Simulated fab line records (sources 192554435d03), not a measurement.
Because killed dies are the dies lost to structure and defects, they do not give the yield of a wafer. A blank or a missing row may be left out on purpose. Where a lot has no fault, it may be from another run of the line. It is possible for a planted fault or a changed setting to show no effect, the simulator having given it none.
Struck lot and sound lot, side by side | flow n5Finfet | 16 steps out of a route of 1938
Sound: the wafers L384.1, L384.2, L384.5. Struck: wafers L399.3, L399.6 (left out: L399.2, a lot-mate that was not struck); the cause follows at the end.
Per side, at each step with rows, come the tool, then ch with its chambers, and then its first start. Under that, the readings that differ: sound wafers | struck wafers | difference of the means | sigmas: that difference in standard deviations of wafers without a fault.
alike: same words and numbers on both sides, and readings whose means sit less than 2 such deviations apart. not compared: any withheld reading, any reading some wafer has no value for, any bound like >300 that may hide the same value, and any number with overlapping values for which the record gives no deviation.
A row with sigmas, a row that says differs or no value, or rows on one side alone: a step with any of these is where the two part. Numbers that don't overlap but have no deviation are shown without sigmas and don't part them. A reading that every wafer of one side lacks parts them only if that side has two wafers or more.

N5_GATE_CUT_INSPECT_15: inspects for defects (brightfield).
  sound on defectInspect-02 at day 6 12:16; struck on defectInspect-01 at day 10 00:19
  alike: rawDefectCount
N5_GATE_CUT_DESCUM_18: chemistry O2, time 7 s.
  sound on rieDiel-03 ch 0,1,2, day 6 12:19; struck on rieDiel-06 ch 1,3, day 10 00:20
  alike: drypumpMotorCurrentA, oesProductAu, rfVppV, showerheadPlenumPTorr, throttleValvePct
  not compared: rfHoursCounterH
then, 1 step without rows for these wafers: N5_GATE_CUT_ETCH_28 (etches underlayer in N2/H2, target depth 13 nm, time 10.4 s).
N5_GATE_CUT_ETCH_36: etches SiARC in CF4, target depth 13 nm, time 21.7 s.
  sound on rieDiel-03 ch 0,1,2, day 6 12:22; struck on rieDiel-06 ch 1,3, day 10 00:24
  alike: drypumpMotorCurrentA, etchRfOnTimeS, oesProductAu, rfVppV, showerheadPlenumPTorr, throttleValvePct
  not compared: rfHoursCounterH
N5_GATE_CUT_ETCH_37: etches SOC in N2/H2, target depth 60 nm, overetch 12 nm, time 90 s.
  sound on rieDiel-03 ch 0,1,2, day 6 12:23; struck on rieDiel-06 ch 1,3, day 10 00:25
  alike: drypumpMotorCurrentA, oesProductAu, rfVppV, showerheadPlenumPTorr, throttleValvePct
  not compared: rfHoursCounterH
then, 3 steps without rows for these wafers: N5_GATE_CUT_STRIP_38 (strips in N2/H2); N5_GATE_CUT_STRIP_39 (strips in N2/H2); N5_GATE_CUT_HM_OPEN_40 (chemistry C4F6/O2, target SiO2, target depth 139 nm, time 85.1 s).
N5_GATE_CUT_STRIP_41: strips in CF4.
  sound on rieDiel-03 ch 0,1,2, day 6 12:32; struck on rieDiel-06 ch 1,3, day 10 00:34
  alike: drypumpMotorCurrentA, oesProductAu, rfVppV, showerheadPlenumPTorr, throttleValvePct
  not compared: rfHoursCounterH
then, 2 steps without rows for these wafers: N5_GATE_CUT_STRIP_42 (strips in O2); N5_GATE_CUT_ETCH_19 (etches SiNx in CH3F/O2, target depth 53.7 nm, time 76.7 s).
N5_GATE_CUT_CUT_ETCH_53: etches W in SF6/Cl2, target depth 79.2 nm.
  sound on rieMetal-03 ch 0,1, day 6 12:42; struck on rieMetal-03 ch 0, day 10 00:44
  alike: drypumpMotorCurrentA, etchRfOnTimeS, mfcCl2Sccm, oesProductAu, throttleValvePct
  not compared: rfHoursCounterH
N5_GATE_CUT_CUT_ETCH_54: etches TiN in Cl2/BCl3, target depth 96.7 nm.
  sound on rieMetal-03 ch 0,1, day 6 12:46; struck on rieMetal-03 ch 0, day 10 00:47
reading              | sound             | struck      | difference | sigmas
mfcCl2Sccm (sccm)    | 53.30 53.21 53.28 | 45.31 45.50 | -7.86      | -49
throttleValvePct (%) | 22.27 22.39 22.38 | 21.48 21.47 | -0.87      | -5
  alike: drypumpMotorCurrentA, etchRfOnTimeS, oesProductAu
  not compared: rfHoursCounterH
then, 1 step without rows for these wafers: N5_GATE_CUT_CUT_ETCH_55 (etches HfO2 in BCl3, target depth 3.2 nm).
-- here the record skips 4 days between the struck wafers' starts before and after, leaving off in module GATE_CUT and picking up in module BEOL_M4 (first step shown: number 1111 of the route) --
N5_BEOL_M4_RC_MEAS_101:
  sound on prober-01 ch 0, day 9 18:42; struck on prober-02 ch 0, day 14 08:44
  alike: DIBL_N, DIBL_P, IOFF_N, IOFF_P, ION_N, ION_P, SS_N, SS_P, VT_N, VT_P
-- here the record skips 5 days between the struck wafers' starts before and after, leaving off in module BEOL_M4 and picking up in module PASSIVATION (first step shown: number 1936 of the route) --
N5_PASSIVATION_PROBE_49:
  record: rows for the struck wafers here (prober-02, day 19 06:23), none for the sound ones

## WHERE THEY PART
First at N5_GATE_CUT_CUT_ETCH_54; last, within this record, at N5_PASSIVATION_PROBE_49.

WHY: whatever the simulator had introduced
rieMetal-03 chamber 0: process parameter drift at N5_GATE_CUT_CUT_ETCH_54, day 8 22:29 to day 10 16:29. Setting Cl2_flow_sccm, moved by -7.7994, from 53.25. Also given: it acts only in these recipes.
